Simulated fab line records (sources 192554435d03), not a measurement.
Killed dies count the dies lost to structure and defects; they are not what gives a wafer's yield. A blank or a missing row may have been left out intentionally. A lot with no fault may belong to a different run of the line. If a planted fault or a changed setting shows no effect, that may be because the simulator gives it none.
fab line records ; flow n5_finfet
record: lots: 4; wafers: 12; last_day: 16
route steps=1938 shown BEOL_M4@1099 BEOL_M5@1112 BEOL_M14@1764 PASSIVATION@1936
lots that met no fault: taken from a fault-free run of the same line
start_h: hours from the record's first day to the start of the lot's first wafer shown ; wait_h: hours elapsed since this lot's preceding step ; " the same as in the row above ; L1.1+2: a row that stands for several wafers ; - either no value or no given start ; * or withheld: withheld ; < > ~ a bound
route shown NAME@n: names a module that has steps shown in the file, with the first one's number in the route ; usual: average and standard deviation across the fault-free wafers ; same: alike in all rows ; chamber/n: place in a boat ; sites: per-site readings ; _std_site: their standard deviation ; _edge_site: the outer-site mean with the inner-site mean subtracted ; radius_mm: for every site, how far away it sits from the centre of the wafer ; mask NAME#n: copy n ; behind: the tool/chamber that last shaped the wafer ; hold: why the lot went on hold/how many hours it stayed there/how the hold came to an end ; device: transistor that didn't switch, given as n, p or np ; end of line: the tests these same wafers got at the end of their route ; a step without rows: its recipe alone ; killed: at the first sort, the dies lost to defects and structure; wafer yield is something else ; map: shows each die of a wafer: x if killed, . if not, _ if none is there
set.NAME: setting as actually run; set.NAME@STEP: the setting as run at that earlier step ; model.NAME: the simulator's own value behind a step, which no gauge read
lots seen at some steps along the route; tables by step, rows by wafer
services: a tool's chamber out of use, with start hour (start_h, from the record's first day; less than 0 if before it), hours out, and reason
== steps ==
step: N5_BEOL_M4_ANNEAL_95
recipe: temp_c: 400; time_s: 240; ambient: vacuum
step: N5_BEOL_M4_SPUTTER_96
recipe: material: Cu; target_thk_a: 45; temp_c: -20; chamber_pressure_pa: 0.07; power_w: withheld; time_s: 8.29
step: N5_BEOL_M4_ECD_50
recipe: material: Cu; target_thk_a: 3000
step: N5_BEOL_M4_ANNEAL_51
recipe: temp_c: 225; time_s: 90; ambient: N2
step: N5_BEOL_M4_CMP_52
recipe: stop_on: SiOC; t_overpolish_s: 6.8; down_force_psi: 1; platen_rpm: 50; clearing_platen_down_force_psi: 1.5; clearing_platen_rpm: 50; post_cmp_clean: cu_alkaline; target_thk_nm: 40; clearing_platen_pad_velocity_m_s: 0.99484; pad_velocity_m_s: 0.99484
step: N5_BEOL_M4_PRE_CLEAN_60
recipe: gas: NH3/H2; time_s: 15; temp_c: *; rf_power_w: 300
step: N5_BEOL_M4_CO_CAP_55
recipe: material: Co; target_thk_a: 20; temp_c: 200; precursor: CCTBA/H2; pressure_torr: 30; time_s: 102.1
step: N5_BEOL_M4_PRE_CLEAN_56
recipe: gas: NH3; time_s: 15; temp_c: withheld; rf_power_w: 300
step: N5_BEOL_M4_DEP_57
recipe: material: SiCN; target_thk_a: 80; temp_c: withheld; precursor: 3MS/NH3; pressure_torr: 3; rf_w: 202; time_s: 14
step: N5_BEOL_M4_RC_MEAS_101
usual: DIBL_N: 36.1/1.5; DIBL_P: 36.1/1.9; IOFF_N: 0.159/0.029; IOFF_P: 0.21/0.038; ION_N: 675/11; ION_P: 464/8.1; SS_N: 71.5/0.57; SS_P: 73.3/0.64; VT_N: 249/3.1; VT_P: -250/3.8
lot.wafer;tool;chamber;start_h;wait_h;DIBL_N[mV/V];DIBL_P[mV/V];IOFF_N[nA/um];IOFF_P[nA/um];ION_N[uA/um];ION_P[uA/um];SS_N[mV/dec];SS_P[mV/dec];VT_N[mV];VT_P[mV]
L519.1;prober-01;0;194.50;0.0;34.2;33.8;0.128;0.17;677;464;70.9;72.9;250;-252
L519.4;prober-01;0;194.50;0.0;33.7;32.9;0.117;0.17;657;451;71.3;72.1;254;-253
L519.6;prober-01;0;194.50;0.0;34.5;35.0;0.151;0.21;686;471;71.1;73.0;251;-249
L528.1;prober-02;0;249.11;0.3;34.2;33.0;0.137;0.16;675;455;70.6;73.3;249;-255
L528.2;prober-02;0;249.11;0.3;38.1;37.4;0.207;0.22;685;458;71.4;73.5;244;-252
L528.4;prober-02;0;249.11;0.3;34.7;33.6;0.149;0.17;678;456;70.5;73.0;248;-256
L529.1;prober-01;0;255.01;0.0;36.6;35.9;0.169;0.20;678;454;71.3;73.2;247;-255
L529.2;prober-01;0;255.01;0.0;34.8;34.1;0.151;0.19;678;463;70.5;73.4;251;-252
L529.3;prober-01;0;255.01;0.0;37.9;37.3;0.196;0.24;688;465;71.3;73.2;249;-250
L532.2;prober-01;0;274.21;0.2;34.7;36.8;0.152;0.21;679;465;71.5;73.2;249;-249
L532.4;prober-01;0;274.21;0.2;37.4;40.7;0.218;0.29;696;479;72.7;74.3;245;-247
L532.5;prober-01;0;274.21;0.2;35.5;37.2;0.162;0.22;684;468;71.3;72.6;248;-247
step: N5_BEOL_M5_ILD_DEP_00
recipe: material: SiCOH_lowk; target_thk_a: 1406.4; temp_c: 300; precursor: DEMS/porogen; pressure_torr: 5; rf_w: 500; time_s: 25.9
step: N5_BEOL_M5_CURE_79
recipe: temp_c: 385; time_s: 240; ambient: He/Ar; material: SiCOH_lowk
step: N5_BEOL_M5_PECVD_70
recipe: material: SiO2; target_thk_a: 160; temp_c: 400; precursor: TEOS/O2; pressure_torr: 5.5; rf_w: 450; teos_flow_sccm: 53.8; gas: O2; flow_sccm: 3000; time_s: 18
step: N5_BEOL_M5_HM_DEP_02
recipe: material: TiN; target_thk_a: 200; temp_c: 25; chamber_pressure_pa: 0.49996
step: N5_BEOL_M5_COAT_59
recipe: resist: SOC; temp_c: 250; time_s: 60; spin_rpm: 1500; resist_thk_nm: 60
step: N5_BEOL_M5_COAT_60
recipe: resist: SiARC; temp_c: 220; time_s: 60; spin_rpm: 1500; resist_thk_nm: 12
step: N5_BEOL_M5_COAT_71
recipe: resist: underlayer; temp_c: 205; time_s: 60; spin_rpm: 1500; resist_thk_nm: 5
step: N5_BEOL_M5_COAT_05
recipe: resist: CAR-EUV; spin_rpm: 1500; resist_thk_nm: 30
step: N5_BEOL_M5_EBR_07
recipe: solvent: PGMEA; ebr_width_mm: 1.5
step: N5_BEOL_M5_SOFTBAKE_06
recipe: temp_c: 110; time_s: 60; resist: CAR-EUV
step: N5_BEOL_M5_EXPOSE_08
recipe: mask_id: M5; na: 0.33; source_shape: annular; sigma_inner: 0.4; sigma_outer: 0.8; polarization: unpolarized; target_cd_nm: 28; dose_mj: 35.75
step: N5_BEOL_M5_PEB_09
recipe: peb_temp_c: 100; peb_time_s: 60; resist: CAR-EUV
step: N5_BEOL_M5_DEVELOP_10
recipe: develop_time_s: 30; developer: TMAH; resist: CAR-EUV; rinse_liquid: surfactant_rinse; dry: air_spin; dev_temp_c: 23
step: N5_BEOL_M5_DESCUM_16
recipe: chemistry: O2; time_s: 7; source_power_w: 50; bias_power_w: 20; pressure_mtorr: 20; rf_frequency_hz: 2.712e+07; temp_c: 40; resist: CAR-EUV; o2_flow_sccm: 225
step: N5_BEOL_M5_ETCH_72
recipe: chemistry: N2/H2; target: underlayer; target_depth_a: 65; mask_material: CAR-EUV; time_s: 5.2; ion_energy_ev: 200; pressure_mtorr: 30; source_w: 840; bias_w: 150; n2_flow_sccm: 200; h2_flow_sccm: 200; ends: cleared
step: N5_BEOL_M5_ETCH_61
recipe: chemistry: CF4; target: SiARC; target_depth_a: 156; mask_material: CAR-EUV; time_s: 26; ion_energy_ev: 80; pressure_mtorr: 40; source_w: 545; bias_w: 36; Ar_flow_sccm: 100; cf4_flow_sccm: 100; ends: cleared
step: N5_BEOL_M5_ETCH_62
recipe: chemistry: N2/H2; target: SOC; target_depth_a: 750; overetch_a: 150; mask_material: SiARC; temp_c: 40; time_s: 112.5; ion_energy_ev: 200; pressure_mtorr: 30; source_w: 840; bias_w: 150; n2_flow_sccm: 200; h2_flow_sccm: 200
step: N5_BEOL_M5_STRIP_63
recipe: chemistry: N2/H2; temp_c: 40; n2_flow_sccm: 200; h2_flow_sccm: 200; rf_frequency_hz: 6e+07
step: N5_BEOL_M5_STRIP_73
recipe: chemistry: N2/H2; temp_c: 40; n2_flow_sccm: 200; h2_flow_sccm: 200; rf_frequency_hz: 6e+07
step: N5_BEOL_M5_STRIP_64
recipe: chemistry: CF4; resist: SiARC; power_w: 300; bias_power_w: 75; pressure_mtorr: 50; cf4_flow_sccm: 150; rf_frequency_hz: 6e+07
step: N5_BEOL_M5_HM_OPEN_17
recipe: chemistry: Cl2/BCl3; target_depth_a: 200; overetch_a: 60; target: TiN; mask_material: SOC; ion_energy_ev: 150; pressure_mtorr: 10; icp_w: 1000; bias_w: 126; Cl2_flow_sccm: 53.25; bcl3_flow_sccm: 21.75; Ar_flow_sccm: 25
step: N5_BEOL_M5_STRIP_19
recipe: chemistry: O2; power_w: 400; temp_c: 40; pressure_mtorr: 30; rf_frequency_hz: 6e+07; bias_power_w: 0; overash_fraction: 0.2; o2_flow_sccm: 225
step: N5_BEOL_M5_COAT_65
recipe: resist: SOC; temp_c: 250; time_s: 60; spin_rpm: 1500; resist_thk_nm: 60
step: N5_BEOL_M5_COAT_66
recipe: resist: SiARC; temp_c: 220; time_s: 60; spin_rpm: 1500; resist_thk_nm: 12
step: N5_BEOL_M14_SPUTTER_45
recipe: material: Cu; target_thk_a: 1000; temp_c: -20; bias_v: 60; power_w: 26000; chamber_pressure_pa: 0.13; time_s: 16.67
usual: bias_v: 60.0/0.67; cathode_dc_power_W: 26000/4.9; throttle_valve_pct: 29.9/1.1
lot.wafer;tool;chamber;start_h;wait_h;bias_v;cathode_dc_power_W;throttle_valve_pct
L519.1;pvd_sputter-03;-;276.67;0.0;59.8;25997;31.0
L519.4;pvd_sputter-03;-;276.67;0.0;60.5;26006;29.1
L519.6;pvd_sputter-03;-;276.67;0.0;60.4;25999;31.2
L528.1;pvd_sputter-01;-;333.33;0.0;-;-;-
L528.2;pvd_sputter-01;-;333.33;0.0;-;-;-
L528.4;pvd_sputter-01;-;333.33;0.0;-;-;-
L529.1;pvd_sputter-03;-;337.57;0.0;-;-;-
L529.2;pvd_sputter-03;-;337.57;0.0;-;-;-
L529.3;pvd_sputter-03;-;337.57;0.0;-;-;-
L532.2;pvd_sputter-03;-;354.45;0.0;60.5;25997;29.5
L532.4;pvd_sputter-03;-;354.45;0.0;59.6;25999;31.3
L532.5;pvd_sputter-03;-;354.45;0.0;60.5;25997;29.1
step: N5_BEOL_M14_CMP_49
recipe: stop_on: SiO2; t_overpolish_s: 5.2; down_force_psi: 2; platen_rpm: 80; clearing_platen_down_force_psi: 2; clearing_platen_rpm: 80; post_cmp_clean: cu_alkaline; target_thk_nm: 560; clearing_platen_pad_velocity_m_s: 1.5917; pad_velocity_m_s: 1.5917
usual: clearing_platen_down_force_psi: 2.000/0.0039; motor_current_A: 7.8/1; time_to_endpoint_s: 122/4.2
lot.wafer;tool;chamber;start_h;wait_h;clearing_platen_down_force_psi;motor_current_A;time_to_endpoint_s
L519.1;cmp-03;0;277.27;0.3;1.998;8.1;119
L519.4;cmp-03;3;277.27;0.3;1.997;7.2;123
L519.6;cmp-03;0;277.27;0.3;1.996;8.2;117
L528.1;cmp-03;0;334.04;0.3;2.003;8.3;1
L528.4;cmp-03;2;334.04;0.3;2.006;8.7;2
L528.2;cmp-03;3;334.04;0.3;2.001;6.9;3
L529.1;cmp-03;2;338.18;0.3;2.000;8.4;3
L529.2;cmp-03;3;338.18;0.3;2.004;7.0;3
L529.3;cmp-03;0;338.18;0.3;1.991;8.3;1
L532.4;cmp-03;1;355.10;0.2;1.997;7.2;125
L532.2;cmp-03;2;355.10;0.2;2.002;8.1;129
L532.5;cmp-03;1;355.10;0.2;1.999;6.7;124
step: N5_BEOL_M14_THK_MEAS_50
recipe: thk_meas_gauge: xrf; reads: Cu_of_BEOL_M14_ECD_47
usual: M14_THK: 536/10
lot.wafer;tool;chamber;start_h;wait_h;M14_THK[nm]
L519.1;film_metro-02;-;277.57;-;515
L519.4;film_metro-02;-;277.57;-;545
L519.6;film_metro-02;-;277.57;-;536
L528.1;film_metro-02;-;334.34;-;-
L528.2;film_metro-02;-;334.34;-;-
L528.4;film_metro-02;-;334.34;-;-
L529.1;film_metro-02;-;338.47;-;-
L529.2;film_metro-02;-;338.47;-;-
L529.3;film_metro-02;-;338.47;-;-
L532.2;film_metro-02;-;355.36;-;537
L532.4;film_metro-02;-;355.36;-;565
L532.5;film_metro-02;-;355.36;-;535
step: N5_BEOL_M14_RS_MEAS_54
recipe: thk_meas_gauge: four-point-probe; reads: Cu_of_BEOL_M14_ECD_47+Ta_of_BEOL_M14_SPUTTER_44+TaN_of_BEOL_M14_SPUTTER_43
usual: M14_RS: 0.0331/0.00059
lot.wafer;tool;chamber;start_h;wait_h;M14_RS[ohm/sq]
L519.1;film_metro-01;-;277.73;0.1;0.0343
L519.4;film_metro-01;-;277.73;0.1;0.0324
L519.6;film_metro-01;-;277.73;0.1;0.0329
L528.1;film_metro-01;-;334.47;0.0;32.662
L528.2;film_metro-01;-;334.47;0.0;32.373
L528.4;film_metro-01;-;334.47;0.0;33.360
L529.1;film_metro-02;-;338.60;0.0;33.058
L529.2;film_metro-02;-;338.60;0.0;34.148
L529.3;film_metro-02;-;338.60;0.0;34.098
L532.2;film_metro-01;-;355.49;0.1;0.0338
L532.4;film_metro-01;-;355.49;0.1;0.0319
L532.5;film_metro-01;-;355.49;0.1;0.0340
step: N5_PASSIVATION_PROBE_49
usual: defect_limited_yield: 91.5/1.6; killed_at_M0_to_M3: 33/10; killed_at_M4_up: 13/5.6; killed_at_contacts: 13/6; killed_at_front_end: 39/12; killed_at_other: 3.0/2.8; killed_dies: 101/19; killed_on_rim: 13/4; killed_open: 65/13; killed_short: 32/8.3; sort_bin_5_function: 5.0/1; sort_bin_6_memory: 3.1/0.69; sort_n_pass: 1079/19; sort_yield_pct: 91.5/1.6
same: gross_dies: 1180; killed_at_back_side: 0; sort_bin_4_leakage[%]: 0; sort_bin_8_speed[%]: 0
lot.wafer;tool;chamber;start_h;wait_h;defect_limited_yield[%];killed_at_M0_to_M3;killed_at_M4_up;killed_at_contacts;killed_at_front_end;killed_at_other;killed_dies;killed_on_rim;killed_open;killed_short;sort_bin_5_function[%];sort_bin_6_memory[%];sort_n_pass;sort_yield_pct[%]
L519.1;prober-01;-;308.30;0.0;92.6;38;12;12;22;3;87;15;59;26;3.8;3.3;1093;92.6
L519.4;prober-01;-;308.45;0.2;86.4;47;21;23;68;1;160;15;110;43;8.3;4.8;1020;86.4
L519.6;prober-01;-;308.55;0.3;91.4;35;22;11;30;4;102;15;72;28;5.3;3.2;1078;91.4
L528.1;prober-01;-;355.45;0.0;0;31;1097;17;34;1;1180;152;64;23;96.9;3.0;0;0
L528.2;prober-01;-;355.50;0.1;0;15;1105;15;42;3;1180;152;56;29;97.1;2.6;0;0
L528.4;prober-01;-;355.60;0.2;0;30;1109;21;17;3;1180;152;59;27;97.5;2.3;0;0
L529.1;prober-02;-;360.01;0.0;0;35;1091;6;40;8;1180;152;79;24;97.2;2.2;0;0
L529.2;prober-02;-;360.06;0.1;0;28;1085;15;51;1;1180;152;81;36;96.0;3.5;0;0
L529.3;prober-02;-;360.11;0.1;0;34;1095;10;32;9;1180;152;62;28;97.1;2.7;0;0
killed by level:class
L519.1 BEOL_M2:geometric_particle:open=12 BEOL_M1:geometric_particle:open=8 MOL_CONTACT_COAG:geometric_particle:open=8 BEOL_M3:geometric_particle:open=6 FIN_SAQP:geometric_particle:open=5 BEOL_M3:geometric_particle:short=5 ILD0:geometric_particle:open=4 MOL_CONTACT_COAG:geometric_particle:short=4
L519.4 FIN_SAQP:geometric_particle:open=19 MOL_CONTACT_COAG:geometric_particle:open=13 BEOL_M4:geometric_particle:open=10 STI_FIN_REVEAL:geometric_particle:open=9 MOL_CONTACT_COAG:geometric_particle:short=9 BEOL_M0_SAQP:geometric_particle:open=9 DUMMY_GATE:geometric_particle:open=8 BEOL_M0_SAQP:geometric_particle:short=8
L519.6 MOL_CONTACT_COAG:geometric_particle:open=11 FIN_SAQP:geometric_particle:open=10 BEOL_M2:geometric_particle:open=8 BEOL_M4:geometric_particle:open=7 FIN_SAQP:geometric_particle:short=6 BEOL_M1:geometric_particle:open=6 BEOL_M0_SAQP:geometric_particle:open=6 BEOL_M3:geometric_particle:open=5
L528.1 BEOL_M14:area_sputter=567 BEOL_M14:area_ecd=526 MOL_CONTACT_COAG:geometric_particle:open=14 FIN_SAQP:geometric_particle:open=10 FIN_SAQP:geometric_particle:short=8 BEOL_M1:geometric_particle:open=8 BEOL_M3:geometric_particle:open=7 BEOL_M0_SAQP:geometric_particle:open=6
L528.2 BEOL_M14:area_ecd=555 BEOL_M14:area_sputter=540 MOL_CONTACT_COAG:geometric_particle:open=11 FIN_SAQP:geometric_particle:open=10 GATE_CUT:geometric_particle:short=6 FIN_SAQP:geometric_particle:short=5 BEOL_M4:geometric_particle:open=5 GATE_CUT:geometric_particle:open=4
L528.4 BEOL_M14:area_ecd=551 BEOL_M14:area_sputter=543 MOL_CONTACT_COAG:geometric_particle:open=17 BEOL_M3:geometric_particle:open=10 BEOL_M0_SAQP:geometric_particle:open=5 BEOL_M4:geometric_particle:open=5 MOL_CONTACT_COAG:geometric_particle:short=4 DUMMY_GATE:geometric_particle:open=3
L529.1 BEOL_M14:area_sputter=543 BEOL_M14:area_ecd=534 STI_FIN_REVEAL:geometric_particle:open=12 DUMMY_GATE:geometric_particle:open=12 BEOL_M0_SAQP:geometric_particle:open=9 BEOL_M4:geometric_particle:open=7 MOL_CONTACT_COAG:geometric_particle:open=5 BEOL_M0:geometric_particle:open=5
L529.2 BEOL_M14:area_ecd=538 BEOL_M14:area_sputter=525 MOL_CONTACT_COAG:geometric_particle:open=13 DUMMY_GATE:geometric_particle:open=10 BEOL_M3:geometric_particle:open=9 BEOL_M4:geometric_particle:open=8 STI_FIN_REVEAL:geometric_particle:open=6 GATE_CUT:geometric_particle:short=6
L529.3 BEOL_M14:area_ecd=552 BEOL_M14:area_sputter=538 BEOL_M2:geometric_particle:open=11 MOL_CONTACT_COAG:geometric_particle:open=10 DUMMY_GATE:geometric_particle:open=9 BEOL_M0_SAQP:geometric_particle:short=8 FIN_SAQP:geometric_particle:open=6 PAD_METAL:geometric_particle:open=5
map L528.1 (x killed, . not)
_________________xxxxxxxxxxxx________________
______________xxxxxxxxxxxxxxxxxx_____________
___________xxxxxxxxxxxxxxxxxxxxxxxx__________
__________xxxxxxxxxxxxxxxxxxxxxxxxxx_________
________xxxxxxxxxxxxxxxxxxxxxxxxxxxxxx_______
_______xxxxxxxxxxxxxxxxxxxxxxxxxxxxxxxx______
______xxxxxxxxxxxxxxxxxxxxxxxxxxxxxxxxxx_____
_____xxxxxxxxxxxxxxxxxxxxxxxxxxxxxxxxxxxx____
____xxxxxxxxxxxxxxxxxxxxxxxxxxxxxxxxxxxxxx___
___xxxxxxxxxxxxxxxxxxxxxxxxxxxxxxxxxxxxxxxx__
___xxxxxxxxxxxxxxxxxxxxxxxxxxxxxxxxxxxxxxxx__
__xxxxxxxxxxxxxxxxxxxxxxxxxxxxxxxxxxxxxxxxxx_
__xxxxxxxxxxxxxxxxxxxxxxxxxxxxxxxxxxxxxxxxxx_
_xxxxxxxxxxxxxxxxxxxxxxxxxxxxxxxxxxxxxxxxxxxx
_xxxxxxxxxxxxxxxxxxxxxxxxxxxxxxxxxxxxxxxxxxxx
_xxxxxxxxxxxxxxxxxxxxxxxxxxxxxxxxxxxxxxxxxxxx
_xxxxxxxxxxxxxxxxxxxxxxxxxxxxxxxxxxxxxxxxxxxx
_xxxxxxxxxxxxxxxxxxxxxxxxxxxxxxxxxxxxxxxxxxxx
_xxxxxxxxxxxxxxxxxxxxxxxxxxxxxxxxxxxxxxxxxxxx
_xxxxxxxxxxxxxxxxxxxxxxxxxxxxxxxxxxxxxxxxxxxx
_xxxxxxxxxxxxxxxxxxxxxxxxxxxxxxxxxxxxxxxxxxxx
__xxxxxxxxxxxxxxxxxxxxxxxxxxxxxxxxxxxxxxxxxx_
__xxxxxxxxxxxxxxxxxxxxxxxxxxxxxxxxxxxxxxxxxx_
___xxxxxxxxxxxxxxxxxxxxxxxxxxxxxxxxxxxxxxxx__
___xxxxxxxxxxxxxxxxxxxxxxxxxxxxxxxxxxxxxxxx__
____xxxxxxxxxxxxxxxxxxxxxxxxxxxxxxxxxxxxxx___
_____xxxxxxxxxxxxxxxxxxxxxxxxxxxxxxxxxxxx____
______xxxxxxxxxxxxxxxxxxxxxxxxxxxxxxxxxx_____
_______xxxxxxxxxxxxxxxxxxxxxxxxxxxxxxxx______
________xxxxxxxxxxxxxxxxxxxxxxxxxxxxxx_______
__________xxxxxxxxxxxxxxxxxxxxxxxxxx_________
___________xxxxxxxxxxxxxxxxxxxxxxxx__________
______________xxxxxxxxxxxxxxxxxx_____________
_________________xxxxxxxxxxxx________________
map L529.1 (x killed, . not)
_________________xxxxxxxxxxxx________________
______________xxxxxxxxxxxxxxxxxx_____________
___________xxxxxxxxxxxxxxxxxxxxxxxx__________
__________xxxxxxxxxxxxxxxxxxxxxxxxxx_________
________xxxxxxxxxxxxxxxxxxxxxxxxxxxxxx_______
_______xxxxxxxxxxxxxxxxxxxxxxxxxxxxxxxx______
______xxxxxxxxxxxxxxxxxxxxxxxxxxxxxxxxxx_____
_____xxxxxxxxxxxxxxxxxxxxxxxxxxxxxxxxxxxx____
____xxxxxxxxxxxxxxxxxxxxxxxxxxxxxxxxxxxxxx___
___xxxxxxxxxxxxxxxxxxxxxxxxxxxxxxxxxxxxxxxx__
___xxxxxxxxxxxxxxxxxxxxxxxxxxxxxxxxxxxxxxxx__
__xxxxxxxxxxxxxxxxxxxxxxxxxxxxxxxxxxxxxxxxxx_
__xxxxxxxxxxxxxxxxxxxxxxxxxxxxxxxxxxxxxxxxxx_
_xxxxxxxxxxxxxxxxxxxxxxxxxxxxxxxxxxxxxxxxxxxx
_xxxxxxxxxxxxxxxxxxxxxxxxxxxxxxxxxxxxxxxxxxxx
_xxxxxxxxxxxxxxxxxxxxxxxxxxxxxxxxxxxxxxxxxxxx
_xxxxxxxxxxxxxxxxxxxxxxxxxxxxxxxxxxxxxxxxxxxx
_xxxxxxxxxxxxxxxxxxxxxxxxxxxxxxxxxxxxxxxxxxxx
_xxxxxxxxxxxxxxxxxxxxxxxxxxxxxxxxxxxxxxxxxxxx
_xxxxxxxxxxxxxxxxxxxxxxxxxxxxxxxxxxxxxxxxxxxx
_xxxxxxxxxxxxxxxxxxxxxxxxxxxxxxxxxxxxxxxxxxxx
__xxxxxxxxxxxxxxxxxxxxxxxxxxxxxxxxxxxxxxxxxx_
__xxxxxxxxxxxxxxxxxxxxxxxxxxxxxxxxxxxxxxxxxx_
___xxxxxxxxxxxxxxxxxxxxxxxxxxxxxxxxxxxxxxxx__
___xxxxxxxxxxxxxxxxxxxxxxxxxxxxxxxxxxxxxxxx__
____xxxxxxxxxxxxxxxxxxxxxxxxxxxxxxxxxxxxxx___
_____xxxxxxxxxxxxxxxxxxxxxxxxxxxxxxxxxxxx____
______xxxxxxxxxxxxxxxxxxxxxxxxxxxxxxxxxx_____
_______xxxxxxxxxxxxxxxxxxxxxxxxxxxxxxxx______
________xxxxxxxxxxxxxxxxxxxxxxxxxxxxxx_______
__________xxxxxxxxxxxxxxxxxxxxxxxxxx_________
___________xxxxxxxxxxxxxxxxxxxxxxxx__________
______________xxxxxxxxxxxxxxxxxx_____________
_________________xxxxxxxxxxxx________________
== services ==
tool;chamber;start_h;hours;kind
cmp-03;-;326.15;2.9;repair
pvd_sputter-03;-;328.74;2.3;repair
cmp-03;-;331.98;1.0;repair
cmp-03;-;336.65;0.8;repair
== key ==
first_sign: step: N5_BEOL_M14_SPUTTER_45; reading: tool_record; direction: missing
effect: step: N5_BEOL_M14_CMP_49; reading: time_to_endpoint_s; direction: down; sigmas: 28; usual: *; struck: *
effect: step: N5_BEOL_M14_THK_MEAS_50; reading: M14_THK; direction: missing
effect: step: N5_BEOL_M14_RS_MEAS_54; reading: M14_RS; direction: up; sigmas: 99+; usual: 0.0331; struck: 33.283
effect: step: N5_PASSIVATION_PROBE_49; reading: killed_at_M4_up; direction: up; sigmas: 99+; usual: 13; struck: 1097
more_kills_born_at: N5_BEOL_M14_SPUTTER_45@pvd_sputter-01: 1650; N5_BEOL_M14_ECD_47@ecd_cu-02: 1632; N5_BEOL_M14_ECD_47@ecd_cu-01: 1624
met_at N5_BEOL_M14_SPUTTER_45
struck_wafers L528.1,L528.2,L528.4,L529.1,L529.2,L529.3
later_rows_left_out L528.1,L528.2,L528.4,L529.1,L529.2,L529.3
onset_between 276.67 333.33
fault: kind: skipped_step_whole; tool: pvd_sputter-01,pvd_sputter-03; chamber: -; onset_h: 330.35; steps: N5_BEOL_M14_SPUTTER_45; scope: struck_lots_only
later_rows_left_out: the simulator's readings of these wafers behind a module that went badly wrong aren't trusted and aren't shown, but for the sort
